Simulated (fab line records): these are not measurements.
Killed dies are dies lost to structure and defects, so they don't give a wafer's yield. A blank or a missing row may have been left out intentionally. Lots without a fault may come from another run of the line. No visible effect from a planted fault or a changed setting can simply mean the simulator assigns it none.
Struck lot and sound lot, side by side :: flow nand harc :: 40 out of 1159 route steps
Sound: the wafers L614.1, L614.3, L614.6. Struck: wafer L627.5 (L627.3, L627.6, from the same lot, were not struck and are left out); the cause is given at the end.
Order at every step that has rows: each side's tool, ch and its chambers, its first start. Under that, the readings that differ: sound wafers :: struck wafers :: difference of the means :: sigmas: that difference in standard deviations of wafers without a fault.
alike: readings whose means differ by less than 2 such deviations, and words and numbers that are the same on both sides. not compared: withheld readings, readings that some wafer has no value for, bounds like >300 that may hide the same value, and numbers for which the record gives no deviation and whose values overlap.
The two part at a step that has a row with sigmas, a row that says differs or no value, or rows on one side only. Numbers that don't overlap but have no deviation are shown without sigmas and don't part them. A reading missing from all wafers of one side parts the sides only when that side holds two or more wafers.

first, 2 steps without rows for these wafers: NHARC_THIN_TSV_ETCH_44 (etches the open film in CF4/O2, target depth 1594.2 nm, time 797.1 s); NHARC_THIN_TSV_ETCH_15 (target depth 3000 nm, bosch target overetch cycles 2, bosch etch step 2.8 s).
NHARC_THIN_TSV_CD_MEAS_16:
  sound on cd sem-01 at day 18 13:58; struck on cd sem-02 at day 21 04:22
  alike: cd nm
then, 2 steps without rows for these wafers: NHARC_THIN_TSV_STRIP_45 (strips in O2); NHARC_THIN_TSV_STRIP_46 (strips in post etch residue remover, time 1200 s).
NHARC_THIN_TSV_DEP_47: deposits SiO2, target thk 200 nm.
  sound on pecvd-04 ch 0,1,2, day 18 14:56; struck on pecvd-01 ch 1, day 21 05:15
  alike: throttle valve pct
then, 1 step without rows for these wafers: NHARC_THIN_TSV_ETCHBACK_48 (etches the open film in C4F8/Ar, target depth 1028.5 nm, time 405.17 s).
NHARC_THIN_TSV_STRIP_62: strips in N2/H2, time 20 s.
  sound on plasma asher-01 ch 0,1, day 18 15:42; struck on plasma asher-01 ch 0, day 21 06:04
  alike: drypump motor current A, heater power w
  not compared: rf hours counter h
then, 3 steps without rows for these wafers: NHARC_THIN_TSV_DEGAS_49 (time 120 s); NHARC_THIN_TSV_PRE_CLEAN_50 (time 30 s); NHARC_THIN_TSV_PVD_19 (deposits TaN, target thk 20 nm).
NHARC_THIN_TSV_PVD_51: deposits Cu, target thk 100 nm.
  sound on pvd sputter-02; struck on pvd sputter-03
  alike: throttle valve pct
NHARC_THIN_TSV_ECD_20: material Cu, target thk 2000 nm.
  sound on ecd cu-01 ch 0,1, day 18 16:26; struck on ecd cu-02 ch 0,1, day 21 06:50
then, 3 steps without rows for these wafers: NHARC_THIN_TSV_ANNEAL_52 (time 90 s); NHARC_THIN_TSV_CMP_21 (polishes, t overpolish 30 s, target thk 2000 nm); NHARC_THIN_TSV_SRD_23.
NHARC_THIN_TSV_DEGAS_53: time 60 s.
  sound on pvd sputter-02 at day 18 17:52; struck on pvd sputter-02 at day 21 08:12
  alike: heater power w
NHARC_THIN_TSV_PRE_CLEAN_54: time 30 s.
  sound on pvd sputter-02 at day 18 17:56; struck on pvd sputter-02 at day 21 08:19
  alike: heater power w
then, 10 steps without rows for these wafers: NHARC_THIN_TSV_PVD_55 (deposits TiN, target thk 50 nm); NHARC_THIN_TSV_PVD_24 (deposits Al, target thk 800 nm); NHARC_THIN_TSV_DEHYDRATE_25 (time 120 s); NHARC_THIN_TSV_HMDS_26 (time 30 s); NHARC_THIN_TSV_COAT_27; NHARC_THIN_TSV_SOFTBAKE_28 (time 95 s); NHARC_THIN_TSV_EBR_29; NHARC_THIN_TSV_EXPOSE_30 (exposes mask PAD); NHARC_THIN_TSV_PEB_31 (peb time 85 s); NHARC_THIN_TSV_DEVELOP_32 (time 70 s).
NHARC_THIN_TSV_CD_MEAS_33: the cd target is 5000 nm.
  sound on cd sem-02 ch 0, day 18 19:01; struck on cd sem-02 ch 0, day 21 09:14
  alike: cd nm
then, 6 steps without rows for these wafers: NHARC_THIN_TSV_HARDBAKE_34 (time 80 s); NHARC_THIN_TSV_DESCUM_35 (chemistry O2, time 3 s); NHARC_THIN_TSV_ETCH_59 (etches the open film in Cl2/BCl3, target depth 880 nm, time 138.1 s); NHARC_THIN_TSV_ETCH_36 (etches the open film in Cl2/BCl3, target depth 65 nm, time 18.571 s); NHARC_THIN_TSV_STRIP_56 (strips in O2); NHARC_THIN_TSV_STRIP_57 (strips in post etch residue remover, time 1200 s).
NHARC_THIN_TSV_CD_MEAS_37:
  sound on cd sem-01 at day 18 20:28; struck on cd sem-01 at day 21 10:41
reading: cd nm (nm)
sound: 4992 4997 4996
struck: 5003
difference: +8
sigmas: +2
then, 1 step without rows for these wafers: NHARC_THIN_TSV_ANNEAL_58 (time 1800 s).
NHARC_THIN_TSV_INSPECT_40:
  sound on defect inspect-01 at day 19 02:00; struck on defect inspect-02 at day 21 14:53
  alike: raw defect count
NHARC_END_WLT_00:
  the record has rows for the sound wafers here (prober-01, day 19 09:50) and none for the struck ones
NHARC_END_SORT_01:
  here the record holds rows for the struck wafers (prober-01 ch 0, day 22 01:05) but none for the sound ones

== WHERE THEY PART ==
First at NHARC_THIN_TSV_CD_MEAS_37; last, within this record, at NHARC_END_SORT_01.

WHY: what had been put in by the simulator
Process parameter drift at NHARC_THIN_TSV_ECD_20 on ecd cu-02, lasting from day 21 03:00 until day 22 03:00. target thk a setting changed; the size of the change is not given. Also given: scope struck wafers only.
